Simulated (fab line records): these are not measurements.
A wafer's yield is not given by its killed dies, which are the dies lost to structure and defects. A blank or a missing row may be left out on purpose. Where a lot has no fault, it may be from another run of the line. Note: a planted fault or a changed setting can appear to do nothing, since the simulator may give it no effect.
Which tool is to blame? || flow n5-finfet || 24 wafers from 9 lots sampled at 3 of the route's 1938 steps

WHAT THE GAUGES READ, wafer by wafer
N5_BEOL_M0_CUTY_INSPECT_59: inspects for defects (macro).
{"lot": "L508", "measured": "day 5 17:45", "on": "defect-inspect-02", "raw-defect-count": "5 2"}
{"lot": "L512", "measured": "day 6 18:23", "on": "defect-inspect-02", "raw-defect-count": "2 2 3"}
{"lot": "L513", "measured": "day 6 20:44", "on": "defect-inspect-02", "raw-defect-count": "0 1 2"}
{"lot": "L515", "measured": "day 7 11:04", "on": "defect-inspect-02", "raw-defect-count": "4 3 1"}
{"lot": "L518", "measured": "day 8 10:28", "on": "defect-inspect-02", "raw-defect-count": ">300 >300 >300"}
{"lot": "L519", "measured": "day 8 12:19", "on": "defect-inspect-01", "raw-defect-count": ">300 >300 >300"}
{"lot": "L524", "measured": "day 9 17:48", "on": "defect-inspect-01", "raw-defect-count": "3 3 3"}
{"lot": "L528", "measured": "day 11 01:42", "on": "defect-inspect-02", "raw-defect-count": "4 1"}
{"lot": "L531", "measured": "day 11 14:35", "on": "defect-inspect-02", "raw-defect-count": "2 2"}

TOOL THAT RAN EACH LOT (tool first, then ch and the chambers of the sampled wafers, then the start)
{"lot": "L508", "N5_BEOL_M0_SAQP_ETCH_88": "rie-diel-02 ch 1,2, day 5 16:21", "N5_BEOL_M0_SAQP_CUT_ETCH_46": "rie-diel-02 ch 1,2, day 5 16:24"}
{"lot": "L512", "N5_BEOL_M0_SAQP_ETCH_88": "rie-diel-02 ch 0,3, day 6 17:03", "N5_BEOL_M0_SAQP_CUT_ETCH_46": "rie-diel-02 ch 0,3, day 6 17:06"}
{"lot": "L513", "N5_BEOL_M0_SAQP_ETCH_88": "rie-diel-02 ch 1,3, day 6 19:25", "N5_BEOL_M0_SAQP_CUT_ETCH_46": "rie-diel-02 ch 1,3, day 6 19:28"}
{"lot": "L515", "N5_BEOL_M0_SAQP_ETCH_88": "rie-diel-01 ch 2,3, day 7 09:38", "N5_BEOL_M0_SAQP_CUT_ETCH_46": "rie-diel-01 ch 2,3, day 7 09:41"}
{"lot": "L518", "N5_BEOL_M0_SAQP_ETCH_88": "rie-diel-02 ch 0,2,3, day 8 09:08", "N5_BEOL_M0_SAQP_CUT_ETCH_46": "rie-diel-02 ch 0,2,3, day 8 09:11"}
{"lot": "L519", "N5_BEOL_M0_SAQP_ETCH_88": "rie-diel-02 ch 0,1, day 8 10:56", "N5_BEOL_M0_SAQP_CUT_ETCH_46": "rie-diel-02 ch 0,1, day 8 10:59"}
{"lot": "L524", "N5_BEOL_M0_SAQP_ETCH_88": "rie-diel-01 ch 0,2,3, day 9 16:35", "N5_BEOL_M0_SAQP_CUT_ETCH_46": "rie-diel-01 ch 0,2,3, day 9 16:38"}
{"lot": "L528", "N5_BEOL_M0_SAQP_ETCH_88": "rie-diel-03 ch 2,3, day 11 00:30", "N5_BEOL_M0_SAQP_CUT_ETCH_46": "rie-diel-03 ch 2,3, day 11 00:33"}
{"lot": "L531", "N5_BEOL_M0_SAQP_ETCH_88": "rie-diel-01 ch 0,2, day 11 12:53", "N5_BEOL_M0_SAQP_CUT_ETCH_46": "rie-diel-01 ch 0,2, day 11 12:55"}
- N5_BEOL_M0_SAQP_ETCH_88: etches underlayer in N2/H2, target depth 6.5 nm, time 5.2 s.
- N5_BEOL_M0_SAQP_CUT_ETCH_46: etches SOC in N2/H2, target depth 135 nm, overetch 27 nm, time 202.5 s.

THE ANSWER, worked out from the rows above alone
Rule: the lots themselves supply what counts as usual. Put in order of their means at a reading, lots are off if they are a third of the lots or fewer, leave a main group of 4 or more, and stand apart from it by a gap of 3 or more times the standard deviation of the main group's means; of several such gaps the widest counts. A main group whose means are all the same, to the digits that the tables above print for the reading, isn't used. A lot without any number at a reading at which 4 lots or more have one is off too. The other lots that the step has rows for count as sound.
Off: L518, L519, at N5_BEOL_M0_CUTY_INSPECT_59 (raw-defect-count). Without a number there: L518, L519. Mean 2.4 and standard deviation 0.73 in the main group.
If a tool, at a process step before that reading, ran all the lots that are off and no sound lot after the first of them, it fits. The gauges at N5_BEOL_M0_CUTY_INSPECT_59 are tried like those tools. One candidate fits, namely rie-diel-02 at N5_BEOL_M0_SAQP_ETCH_88 and N5_BEOL_M0_SAQP_CUT_ETCH_46. At N5_BEOL_M0_SAQP_ETCH_88 its last sound lot is L513 (day 6 19:25), its first lot that is off L518 (day 8 09:08): a fault that began between those two fits.

WHAT THE SIMULATOR PUT IN
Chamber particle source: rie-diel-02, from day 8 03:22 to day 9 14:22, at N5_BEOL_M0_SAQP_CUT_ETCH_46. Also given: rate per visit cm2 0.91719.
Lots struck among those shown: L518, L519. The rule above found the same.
